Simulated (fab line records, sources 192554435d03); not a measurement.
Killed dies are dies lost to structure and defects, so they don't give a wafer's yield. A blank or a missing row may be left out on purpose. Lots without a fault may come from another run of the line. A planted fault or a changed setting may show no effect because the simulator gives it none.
fab line records | flow n5_finfet
record lots=7 wafers=39
route steps=1938 shown ZERO_LAYER@11 FIN_SAQP@120 FIN_CUT@154 SD_EPI_N@278 MOL_CONTACT_COAG@584 BEOL_M4@1064
start_h: hours from the record's first day to the start of the lot's first wafer shown | wait_h: hours since the lot's step before | " the same as in the row above | L1.1+2: a row that stands for several wafers | - no value, or no start given | * or withheld: withheld | < > ~ a bound
route shown NAME@n: a module of which the file shows steps, and the number in the route of the first | usual: mean/standard deviation of fault-free wafers | same: alike in all rows | chamber/n: place in a boat | sites: the reading at each site | _std_site: their standard deviation | _edge_site: outer sites' mean less inner sites' | radius_mm: how far each site lies from the wafer's centre | mask NAME#n: copy n | behind: the tool/chamber that last shaped the wafer | hold: why the lot was held/for how many hours/how that ended | device: the transistor (n, p or np) that didn't switch | end of line: the same wafers' tests at the end of the route | a step without rows: its recipe alone | killed: dies lost to structure and defects at the first sort, not the wafer's yield | map: a wafer's dies, x killed, . not, _ none there
set.NAME: the setting as run; set.NAME@STEP: as run at that earlier step | model.NAME: the simulator's own value behind a step, which no gauge read
lots whose settings were changed on purpose; a table a step, a row a wafer
## steps
# step N5_ZERO_LAYER_DEVELOP_10
# recipe develop_time_s=60 rinse_liquid=diw dry=air_spin dev_temp_c=21
# columns lot.wafer tool chamber start_h wait_h set.develop_time_s
L075.2+4+6 litho_track-02 0 - - 60
L078.1+4+5 litho_track-03 0 - - 44.28
L078.2+3+6 " 0 " " 60
L080.1+2+3+4+5+6 litho_track-04 0 - - 60
L083.1+2+6 litho_track-02 0 - - 35.63
L083.3+4+5 " 0 " " 60
L088.1+2+3+4+5+6 litho_track-03 0 - - 60
L089.1+2+3 litho_track-03 0 - - 95.85
L089.4+5+6 " 0 " " 60
L090.1+2+3+4+5+6 litho_track-03 0 - - 60
# step N5_ZERO_LAYER_HARDBAKE_23
# recipe temp_c=130 time_s=120
# step N5_ZERO_LAYER_CD_MEAS_11
# recipe target_cd_nm=2000 landing_energy_ev=500 detector=se_inlens
# usual cd_nm=1999.7/1.5
# columns lot.wafer tool chamber start_h wait_h set.develop_time_s@ZERO_LAYER_DEVELOP_10 cd_nm
L075.2 cd_sem-02 0 18.64 - 60 1998.5
L075.4 " 0 " " 60 2000.2
L075.6 " 0 " " 60 1998.3
L078.1 cd_sem-02 0 36.64 - 44.28 1990.8
L078.2 " 0 " " 60 1997.2
L078.3 " 0 " " 60 1999.6
L078.4 " 0 " " 44.28 1990.4
L078.5 " 0 " " 44.28 1990.5
L078.6 " 0 " " 60 1997.0
L080.1 cd_sem-02 0 48.64 - 60 2000.7
L080.2 " 0 " " 60 2001.6
L080.3 " 0 " " 60 2001.8
L080.4 " 0 " " 60 1999.9
L080.5 " 0 " " 60 2000.5
L080.6 " 0 " " 60 1999.8
L083.1 cd_sem-01 0 66.80 - 35.63 1987.6
L083.2 " 0 " " 35.63 1986.8
L083.3 " 0 " " 60 1998.8
L083.4 " 0 " " 60 1996.7
L083.5 " 0 " " 60 1997.8
L083.6 " 0 " " 35.63 1987.2
L088.1 cd_sem-01 0 96.79 - 60 1997.2
L088.2 " 0 " " 60 1996.4
L088.3 " 0 " " 60 1996.6
L088.4 " 0 " " 60 1998.2
L088.5 " 0 " " 60 1997.8
L088.6 " 0 " " 60 1998.6
L089.1 cd_sem-03 0 102.64 - 95.85 2010.2
L089.2 " 0 " " 95.85 2012.1
L089.3 " 0 " " 95.85 2011.5
L089.4 " 0 " " 60 2000.8
L089.5 " 0 " " 60 1998.7
L089.6 " 0 " " 60 1999.6
L090.1 cd_sem-01 0 108.64 - 60 2003.2
L090.2 " 0 " " 60 1999.8
L090.3 " 0 " " 60 2001.3
L090.4 " 0 " " 60 2002.2
L090.5 " 0 " " 60 2001.9
L090.6 " 0 " " 60 2000.7
# step N5_ZERO_LAYER_DESCUM_16
# recipe chemistry=O2 time_s=7.9 source_power_w=50 bias_power_w=20 pressure_mtorr=20 rf_frequency_hz=2.712e+07 temp_c=40 o2_flow_sccm=225
# columns lot.wafer tool chamber start_h wait_h set.develop_time_s@ZERO_LAYER_DEVELOP_10 model.ZERO_LAYER.cd_nm
L075.2+6 rie_diel-03 3,2 18.68 0.0 60 1999
L075.4 " 3 " " 60 2000
L078.1 rie_diel-06 1 36.73 0.1 44.28 1991
L078.2+6 " 0 " " 60 1997
L078.3 " 3 " " 60 2000
L078.4+5 " 2,1 " " 44.28 1990
L080.1+4+6 rie_diel-03 2,1,3 48.68 0.0 60 2000
L080.2+5 " 1,2 " " 60 2001
L080.3 " 3 " " 60 2002
L083.1 rie_diel-06 0 66.84 0.0 35.63 1988
L083.2+6 " 1,2 " " 35.63 1987
L083.3+5 " 2,1 " " 60 1998
L083.4 " 3 " " 60 1997
L088.1+2 rie_diel-02 0,3 96.83 0.0 60 1997
L088.3 " 2 " " 60 1996
L088.4+5 " 0,3 " " 60 1998
L088.6 " 2 " " 60 1999
L089.1 rie_diel-02 1 102.68 0.0 95.85 2010
L089.2 " 3 " " 95.85 2012
L089.3 " 2 " " 95.85 2011
L089.4 " 2 " " 60 2001
L089.5+6 " 3,1 " " 60 1999
L090.1 rie_diel-03 0 108.68 0.0 60 2004
L090.2 " 2 " " 60 2000
L090.3+4+5 " 1,0,1 " " 60 2002
L090.6 " 2 " " 60 2001
# step N5_FIN_SAQP_MANDREL_ETCH_22
# recipe target_depth_a=600 chemistry=HBr/Cl2 target=a-Si stop_on=SiNx bt_time_s=10 over_etch_frac=0.5 time_s=30 pressure_mtorr=10 icp_w=800 bias_w=75 HBr_flow_sccm=150 Cl2_flow_sccm=80 ends=end_point
# usual oes_product_au=0.769/0.012
# columns lot.wafer tool chamber start_h wait_h set.target_depth_a oes_product_au model.etch.depth_nm model.SOC_of_FIN_SAQP_COAT_49.thk_nm model.SiNx_of_FIN_SAQP_PECVD_48.thk_nm
L075.2 rie_si-04 1 28.68 0.0 600 0.758 58.83 75.84 24.25
L075.4 " 3 " " 600 0.769 60.09 76.22 24.92
L075.6 " 3 " " 600 0.760 60.15 76.22 24.84
L078.1 rie_si-02 3 47.36 0.0 350.1 0.999 52.1 86.06 24.76
L078.2 " 2 " " 600 0.751 58.74 76.09 24.55
L078.3 " 0 " " 350.1 1.023 53.06 85.88 25.01
L078.4 " 1 " " 600 0.752 60.02 76.38 24.81
L078.5 " 2 " " 600 0.758 59.91 76.12 24.96
L078.6 " 1 " " 350.1 0.983 52.5 86.04 25.64
L080.1 rie_si-02 2 59.36 0.0 600 0.759 60.64 75.84 24.54
L080.2 " 1 " " 600 0.754 60.76 76.28 24.71
L080.3 " 0 " " 290.5 1.016 44.17 88.7 24.98
L080.4 " 0 " " 600 0.804 62.66 75.74 25.13
L080.5 " 2 " " 290.5 1.006 44.49 88.19 24.79
L080.6 " 1 " " 290.5 0.993 43.91 88.36 24.89
L083.1 rie_si-02 1 77.22 0.0 600 0.754 59.58 76.1 25.23
L083.2 " 2 " " 600 0.756 59.05 75.39 25.06
L083.3 " 3 " " 600 0.775 59.97 75.85 24.77
L083.4 " 0 " " 600 0.779 60.17 75.68 25.51
L083.5 " 0 " " 600 0.780 60.98 75.88 25.41
L083.6 " 3 " " 600 0.787 61.24 76.16 25.3
L088.1 rie_si-02 3 105.72 0.0 952.9 0.610 60.57 61.57 17.17
L088.2 " 0 " " 600 0.790 60.81 75.5 24.4
L088.3 " 2 " " 952.9 0.597 60.22 60.5 16.52
L088.4 " 1 " " 600 0.756 60.7 75.45 25.17
L088.5 " 3 " " 600 0.779 60.91 75.96 24.79
L088.6 " 2 " " 952.9 0.594 60.67 60.7 16.91
L089.1 rie_si-02 1 111.85 0.0 600 0.759 59.66 76.12 24.34
L089.2 " 2 " " 600 0.762 59.77 75.53 24.48
L089.3 " 3 " " 600 0.767 59.83 76.14 24.94
L089.4 " 0 " " 600 0.790 61.82 75.8 25.17
L089.5 " 2 " " 600 0.759 60.6 75.11 25
L089.6 " 1 " " 600 0.763 60.56 76.38 24.49
L090.1 rie_si-02 0 119.17 0.0 600 0.775 59.97 75.83 24.28
L090.2 " 3 " " 248 1.009 37.47 90.78 24.85
L090.3 " 1 " " 248 0.984 37.88 90.46 25.06
L090.4 " 2 " " 600 0.772 60.85 76 24.96
L090.5 " 2 " " 248 1.012 38.37 90.23 24.99
L090.6 " 3 " " 600 0.783 60.71 76.38 25.2
# step N5_FIN_SAQP_STRIP_55
# recipe chemistry=N2/H2 power_w=500 temp_c=40 pressure_mtorr=50 rf_frequency_hz=6e+07 overash_fraction=0.3 bias_power_w=28 h2_frac=0.5 n2_flow_sccm=300 h2_flow_sccm=300
# step N5_FIN_SAQP_STRIP_23
# recipe chemistry=SPM time_s=750 temp_c=130 h2so4_h2o2_vol_ratio=4
# step N5_FIN_SAQP_MANDREL1_REMOVE_56
# recipe chemistry=HBr/Cl2/O2 bt_time_s=10 target=a-Si stop_on=SiNx endpoint=OES-SiCl over_etch_frac=1 icp_w=600 bias_w=22 HBr_flow_sccm=150 Cl2_flow_sccm=80 O2_flow_sccm=5 pressure_mtorr=10
# step N5_FIN_SAQP_ETCH_57
# recipe chemistry=CH3F/O2 target=SiNx mask_material=SiO2 target_depth_a=325 time_s=46.4 pressure_mtorr=30 source_w=395 bias_w=73 Ar_flow_sccm=150 CH3F_flow_sccm=30 O2_flow_sccm=20 ion_energy_ev=120 ends=cleared
# usual etch_rf_on_time_s=46.3/0.81
# columns lot.wafer tool chamber start_h wait_h set.target_depth_a@FIN_SAQP_MANDREL_ETCH_22 etch_rf_on_time_s
L075.2 rie_diel-05 1 30.50 0.0 600 44.5
L075.4 " 3 " " 600 46.0
L075.6 " 3 " " 600 45.9
L078.1 rie_diel-05 2 49.36 0.0 350.1 45.9
L078.2 " 0 " " 600 45.4
L078.3 " 3 " " 350.1 46.1
L078.4 " 1 " " 600 45.5
L078.5 " 0 " " 600 46.3
L078.6 " 3 " " 350.1 47.1
L080.1 rie_diel-05 0 62.20 0.1 600 46.1
L080.2 " 3 " " 600 45.4
L080.3 " 2 " " 290.5 46.4
L080.4 " 1 " " 600 46.2
L080.5 " 0 " " 290.5 46.6
L080.6 " 3 " " 290.5 46.2
L083.1 rie_diel-05 2 79.76 0.0 600 47.1
L083.2 " 1 " " 600 46.9
L083.3 " 3 " " 600 46.0
L083.4 " 0 " " 600 47.8
L083.5 " 1 " " 600 47.3
L083.6 " 2 " " 600 47.3
L088.1 rie_diel-01 3 108.13 0.0 952.9 31.3
L088.2 " 2 " " 600 45.2
L088.3 " 1 " " 952.9 30.2
L088.4 " 0 " " 600 46.2
L088.5 " 2 " " 600 46.2
L088.6 " 1 " " 952.9 31.0
L089.1 rie_diel-01 0 115.12 0.3 600 44.5
L089.2 " 3 " " 600 44.6
L089.3 " 2 " " 600 46.2
L089.4 " 1 " " 600 46.2
L089.5 " 1 " " 600 45.5
L089.6 " 2 " " 600 45.0
L090.1 rie_diel-01 0 121.56 0.0 600 45.0
L090.2 " 2 " " 248 46.2
L090.3 " 3 " " 248 46.0
L090.4 " 1 " " 600 46.0
L090.5 " 2 " " 248 46.2
L090.6 " 1 " " 600 46.1
# step N5_FIN_SAQP_ETCH_65
# recipe chemistry=CF4 target=SiO2 target_depth_a=40 ion_energy_ev=350 time_s=4.4 pressure_mtorr=10 icp_w=800 bias_w=400 cf4_flow_sccm=80
# step N5_FIN_SAQP_MANDREL_ETCH_58
# recipe chemistry=HBr/Cl2 target=a-Si target_depth_a=450 bt_time_s=10 stop_on=SiNx mask_material=SiO2 over_etch_frac=0.8 time_s=27 pressure_mtorr=10 icp_w=800 bias_w=75 HBr_flow_sccm=150 Cl2_flow_sccm=80 ends=end_point
# step N5_FIN_SAQP_SRD_39
# recipe dry=ipa_marangoni time_s=30 temp_c=23 rinse_liquid=diw
# step N5_FIN_SAQP_INSPECT_40
# recipe inspect_instrument=brightfield mode=aei
# usual raw_defect_count=235/83
# columns lot.wafer tool chamber start_h wait_h set.target_depth_a@FIN_SAQP_MANDREL_ETCH_22 raw_defect_count
L075.2 defect_inspect-02 - 33.28 0.0 600 147
L075.4 " - " " 600 133
L075.6 " - " " 600 203
L078.1 defect_inspect-02 - 51.46 0.0 350.1 1851
L078.2 " - " " 600 148
L078.3 " - " " 350.1 1874
L078.4 " - " " 600 204
L078.5 " - " " 600 211
L078.6 " - " " 350.1 1784
L080.1 defect_inspect-01 - 64.28 0.0 600 220
L080.2 " - " " 600 170
L080.3 " - " " 290.5 1851
L080.4 " - " " 600 256
L080.5 " - " " 290.5 1824
L080.6 " - " " 290.5 1877
L083.1 defect_inspect-01 - 81.84 0.0 600 248
L083.2 " - " " 600 111
L083.3 " - " " 600 155
L083.4 " - " " 600 95
L083.5 " - " " 600 172
L083.6 " - " " 600 154
L088.1 defect_inspect-02 - 110.23 0.0 952.9 249
L088.2 " - " " 600 270
L088.3 " - " " 952.9 238
L088.4 " - " " 600 252
L088.5 " - " " 600 328
L088.6 " - " " 952.9 248
L089.1 defect_inspect-01 - 117.26 0.0 600 580
L089.2 " - " " 600 355
L089.3 " - " " 600 419
L089.4 " - " " 600 453
L089.5 " - " " 600 438
L089.6 " - " " 600 370
L090.1 defect_inspect-02 - 123.76 0.0 600 141
L090.2 " - " " 248 1786
L090.3 " - " " 248 1806
L090.4 " - " " 600 160
L090.5 " - " " 248 1808
L090.6 " - " " 600 189
# step N5_FIN_CUT_COAT_18
# recipe resist=SOC temp_c=250 time_s=60 spin_rpm=1500 resist_thk_nm=230
# step N5_FIN_CUT_COAT_19
# recipe resist=SiARC temp_c=220 time_s=60 spin_rpm=1500 resist_thk_nm=20
# step N5_FIN_CUT_INSPECT_10
# recipe mode=adi inspect_instrument=brightfield
# usual raw_defect_count=43/14
# columns lot.wafer tool chamber start_h wait_h set.target_depth_a@FIN_SAQP_MANDREL_ETCH_22 raw_defect_count
L075.2 defect_inspect-01 - 33.67 0.0 600 32
L075.4 " - " " 600 30
L075.6 " - " " 600 32
L078.1 defect_inspect-01 - 51.85 0.1 350.1 5303
L078.2 " - " " 600 40
L078.3 " - " " 350.1 5419
L078.4 " - " " 600 38
L078.5 " - " " 600 38
L078.6 " - " " 350.1 5233
L080.1 defect_inspect-01 - 64.79 0.1 600 29
L080.2 " - " " 600 29
L080.3 " - " " 290.5 5225
L080.4 " - " " 600 42
L080.5 " - " " 290.5 5283
L080.6 " - " " 290.5 5313
L083.1 defect_inspect-01 - 82.23 0.1 600 50
L083.2 " - " " 600 23
L083.3 " - " " 600 31
L083.4 " - " " 600 23
L083.5 " - " " 600 21
L083.6 " - " " 600 27
L088.1 defect_inspect-01 - 110.63 0.1 952.9 63
L088.2 " - " " 600 40
L088.3 " - " " 952.9 50
L088.4 " - " " 600 48
L088.5 " - " " 600 58
L088.6 " - " " 952.9 47
L089.1 defect_inspect-02 - 117.78 0.1 600 110
L089.2 " - " " 600 56
L089.3 " - " " 600 72
L089.4 " - " " 600 83
L089.5 " - " " 600 78
L089.6 " - " " 600 58
L090.1 defect_inspect-01 - 124.15 0.1 600 23
L090.2 " - " " 248 5362
L090.3 " - " " 248 5424
L090.4 " - " " 600 27
L090.5 " - " " 248 5229
L090.6 " - " " 600 35
# step N5_SD_EPI_N_ETCH_45
# recipe chemistry=CH3F/O2 target=SiOCN target_depth_a=60 mask_material=SOC ion_energy_ev=60 bias_w=29 pressure_mtorr=15 source_w=410 Ar_flow_sccm=150 CH3F_flow_sccm=30 O2_flow_sccm=20
# columns lot.wafer tool chamber start_h wait_h set.target_depth_a model.etch.depth_nm
L075.2 rie_diel-04 2 57.68 0.1 60 5.98
L075.4 " 0 " " 60 5.99
L075.6 " 3 " " 60 5.937
L078.1 rie_diel-01 2 73.89 0.1 60 6.016
L078.2 " 0 " " 36.59 3.703
L078.3 " 3 " " 36.59 3.682
L078.4 " 1 " " 60 6.094
L078.5 " 1 " " 36.59 3.686
L078.6 " 0 " " 60 6.071
L080.1 rie_diel-01 3 87.42 0.1 60 6.089
L080.2 " 0 " " 60 6.08
L080.3 " 2 " " 60 6.065
L080.4 " 1 " " 60 6.078
L080.5 " 1 " " 60 6.095
L080.6 " 2 " " 60 6.023
L083.1 rie_diel-05 2 103.57 0.1 77.79 7.72
L083.2 " 3 " " 60 6.043
L083.3 " 0 " " 77.79 7.769
L083.4 " 1 " " 77.79 7.81
L083.5 " 2 " " 60 5.95
L083.6 " 3 " " 60 6.042
L088.1 rie_diel-04 0 133.09 0.1 60 5.974
L088.2 " 2 " " 91.24 8.944
L088.3 " 3 " " 91.24 9.356
L088.4 " 1 " " 91.24 9.035
L088.5 " 3 " " 60 6.134
L088.6 " 2 " " 60 5.88
L089.1 rie_diel-01 2 140.57 0.1 29.4 2.907
L089.2 " 0 " " 29.4 2.925
L089.3 " 1 " " 60 5.984
L089.4 " 3 " " 60 6.007
L089.5 " 2 " " 60 5.938
L089.6 " 1 " " 29.4 2.939
L090.1 rie_diel-04 2 145.66 0.1 60 5.937
L090.2 " 3 " " 28.55 2.905
L090.3 " 0 " " 28.55 2.812
L090.4 " 1 " " 60 5.879
L090.5 " 1 " " 60 5.935
L090.6 " 2 " " 28.55 2.793
# step N5_MOL_CONTACT_COAG_ETCHBACK_135
# recipe chemistry=CHF3 target=SiO2 target_depth_a=250 time_s=16.7 ion_energy_ev=200 pressure_mtorr=30 source_w=610 bias_w=170 Ar_flow_sccm=200 CHF3_flow_sccm=50
# columns lot.wafer tool chamber start_h wait_h set.time_s model.SOC_of_MOL_CONTACT_COAG_COAT_75.thk_nm
L075.2+4+6 rie_diel-04 2,0,2 109.34 0.0 16.7 57.4
L078.1+5+6 rie_diel-05 3,0,1 122.96 0.0 16.7 57.4
L078.2 " 1 " " 24.1 56.2
L078.3+4 " 0,2 " " 24.1 56.4
L080.1 rie_diel-01 1 136.49 0.0 16.7 57.6
L080.2+3+5 " 2,0,2 " " 10.17 58.6
L080.4 " 3 " " 16.7 57.8
L080.6 " 3 " " 16.7 57.4
L083.1+2+3+4+5+6 rie_diel-04 0,1,3,2,2,1 153.99 0.0 16.7 57.4
L088.1+4 rie_diel-01 0,1 182.09 0.0 16.7 57.4
L088.2 " 2 " " 22.85 56.6
L088.3+6 " 3,2 " " 22.85 56.4
L088.5 " 1 " " 16.7 57.2
L089.1+2 rie_diel-01 2,0 189.71 0.0 16.7 57.4
L089.3+4+5+6 " 3,1,3,0 " " 16.7 57.2
L090.1+5 rie_diel-04 3 196.52 0.0 23.28 56.2
L090.2 " 2 " " 23.28 56.4
L090.3 " 0 " " 16.7 57.2
L090.4+6 " 0,2 " " 16.7 57.6
# step N5_BEOL_M4_ETCH_70
# recipe chemistry=N2/H2 target=SOC target_depth_a=800 overetch_a=240 mask_material=SiARC temp_c=40 time_s=130 ion_energy_ev=200 pressure_mtorr=30 source_w=840 bias_w=150 n2_flow_sccm=200 h2_flow_sccm=200
# columns lot.wafer tool chamber start_h wait_h set.target_depth_a model.SiARC_of_BEOL_M4_COAT_68.thk_nm
L075.2+4 rie_diel-04 3 192.06 0.0 800 5.6
L075.6 " 2 " " 800 5.8
L078.1 rie_diel-05 0 197.05 0.0 800 6
L078.2+6 " 2,3 " " 800 5.8
L078.3+4+5 " 1,3,0 " " 638.9 6.8
L080.1+3 rie_diel-04 2,0 213.92 0.0 800 5.8
L080.2+6 " 3,1 " " 981.7 4.6
L080.4 " 1 " " 800 5.6
L080.5 " 2 " " 981.7 4.8
L089.1+3 rie_diel-01 3,1 292.27 0.0 800 6
L089.2+5+6 " 0,3,2 " " 800 5.8
L089.4 " 2 " " 800 5.6
L083.1+2+5 rie_diel-01 3,1,2 295.44 0.0 800 5.8
L083.3+6 " 0,1 " " 955 5
L083.4 " 2 " " 955 4.8
L088.1 rie_diel-01 2 303.46 0.0 1042 4.2
L088.2 " 0 " " 800 6
L088.3+5 " 3 " " 1042 4.6
L088.4+6 " 1,2 " " 800 5.8
L090.1 rie_diel-05 3 312.65 0.0 1210 3.4
L090.2+3 " 1,0 " " 1210 3.6
L090.4+5+6 " 2,3,0 " " 800 6
## key
split step=N5_ZERO_LAYER_DEVELOP_10 setting=develop_time_s stated=60 by=wafer
response step=N5_ZERO_LAYER_CD_MEAS_11 reading=cd_nm change=+0.223 per=1% r=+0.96
response step=N5_ZERO_LAYER_DESCUM_16 reading=model.ZERO_LAYER.cd_nm change=+0.221 per=1% r=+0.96
split step=N5_FIN_SAQP_MANDREL_ETCH_22 setting=target_depth_a stated=600 by=wafer
response step=N5_FIN_SAQP_MANDREL_ETCH_22 reading=oes_product_au change=-0.00406 per=1% r=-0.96
response step=N5_FIN_SAQP_MANDREL_ETCH_22 reading=model.etch.depth_nm shape=bent at_lowest=37.91 at_stated=60.33 at_highest=60.49
response step=N5_FIN_SAQP_MANDREL_ETCH_22 reading=model.SOC_of_FIN_SAQP_COAT_49.thk_nm change=-0.245 per=1% r=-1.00
response step=N5_FIN_SAQP_MANDREL_ETCH_22 reading=model.SiNx_of_FIN_SAQP_PECVD_48.thk_nm shape=bent at_lowest=24.97 at_stated=24.86 at_highest=16.87
response step=N5_FIN_SAQP_ETCH_57 reading=etch_rf_on_time_s shape=bent at_lowest=* at_stated=* at_highest=*
response step=N5_FIN_SAQP_INSPECT_40 reading=raw_defect_count shape=bent at_lowest=1800 at_stated=244 at_highest=245
response step=N5_FIN_CUT_INSPECT_10 reading=raw_defect_count shape=bent at_lowest=5338 at_stated=43 at_highest=53
split step=N5_SD_EPI_N_ETCH_45 setting=target_depth_a stated=60 by=wafer
response step=N5_SD_EPI_N_ETCH_45 reading=model.etch.depth_nm change=+0.0596 per=1% r=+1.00
split step=N5_MOL_CONTACT_COAG_ETCHBACK_135 setting=time_s stated=16.7 by=wafer
response step=N5_MOL_CONTACT_COAG_ETCHBACK_135 reading=model.SOC_of_MOL_CONTACT_COAG_COAT_75.thk_nm change=-0.0259 per=1% r=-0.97
split step=N5_BEOL_M4_ETCH_70 setting=target_depth_a stated=800 by=wafer
response step=N5_BEOL_M4_ETCH_70 reading=model.SiARC_of_BEOL_M4_COAT_68.thk_nm change=-0.0472 per=1% r=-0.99
